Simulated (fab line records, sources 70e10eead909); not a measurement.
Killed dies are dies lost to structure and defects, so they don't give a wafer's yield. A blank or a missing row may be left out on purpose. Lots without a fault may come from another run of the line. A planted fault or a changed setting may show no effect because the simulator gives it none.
Which tool did it? | flow nand_harc | 6 lots, 18 wafers sampled, at 3 steps of a route of 1302

WHAT THE GAUGES READ, wafer by wafer
NHARC_A_ONON_D2_THK_MEAS_34: measures by ellipsometry.
lot  | measured     | on            | thk_nm (nm)
L485 | day 13 20:20 | film_metro-02 | 197.1 200.9 201.6
L489 | day 15 22:58 | film_metro-01 | 195.8 201.2 201.8
L493 | day 16 12:53 | film_metro-02 | 197.8 199.3 202.0
L495 | day 17 16:03 | film_metro-02 | 205.3 202.6 203.5
L499 | day 20 04:08 | film_metro-01 | 223.7 222.0 225.3
L506 | day 22 23:49 | film_metro-01 | 197.1 196.9 200.5

WHICH TOOL RAN EACH LOT (tool, then ch and the chambers of the sampled wafers, then the start)
lot  | NHARC_A_DECK1_JOINT_DEP_16      | NHARC_A_ONON_D2_DEP_33
L485 | pecvd-04 ch 0,2, day 13 07:05   | pecvd-03 ch 0,1, day 13 19:55
L489 | pecvd-01 ch 0,2, day 15 09:31   | pecvd-01 ch 0,1,2, day 15 22:35
L493 | pecvd-04 ch 0,1,2, day 16 02:18 | pecvd-01 ch 1,2, day 16 12:28
L495 | pecvd-04 ch 0,1, day 17 01:19   | pecvd-03 ch 0,2, day 17 15:41
L499 | pecvd-01 ch 0,1, day 19 14:51   | pecvd-03 ch 0,1, day 20 03:49
L506 | pecvd-01 ch 0,2, day 22 07:50   | pecvd-01 ch 0,1, day 22 23:25
- NHARC_A_DECK1_JOINT_DEP_16: deposits SiO2, target thk 45 nm.
- NHARC_A_ONON_D2_DEP_33: deposits SiO2, target thk 200 nm.

THE ANSWER, worked out from the rows above alone
Rule: what is usual is taken from the lots themselves. Put in order of their means at a reading, lots are off if they are a third of the lots or fewer, leave a main group of 4 or more, and stand apart from it by a gap of 3 or more times the standard deviation of the main group's means; of several such gaps the widest counts. A main group whose means are all the same, to the digits that the tables above print for the reading, isn't used. A lot without any number at a reading at which 4 lots or more have one is off too. The other lots that the step has rows for count as sound.
Off: L499, at NHARC_A_ONON_D2_THK_MEAS_34 (thk_nm). The main group: mean 200.2 nm, standard deviation 1.9.
A tool fits if, at a process step before that reading, it ran every lot that is off, and no sound lot after the first of them. The gauges at NHARC_A_ONON_D2_THK_MEAS_34 are tried like those tools. One fits: pecvd-03 at NHARC_A_ONON_D2_DEP_33. Its last sound lot is L495 (day 17 15:41), its first lot that is off L499 (day 20 03:49): a fault that began between those two fits.

WHAT THE SIMULATOR HAD PUT IN
Process parameter drift: pecvd-03, from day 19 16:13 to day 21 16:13, at NHARC_A_ONON_D2_DEP_33. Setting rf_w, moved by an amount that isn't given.
Lots struck among those shown: L499. The rule above found the same.
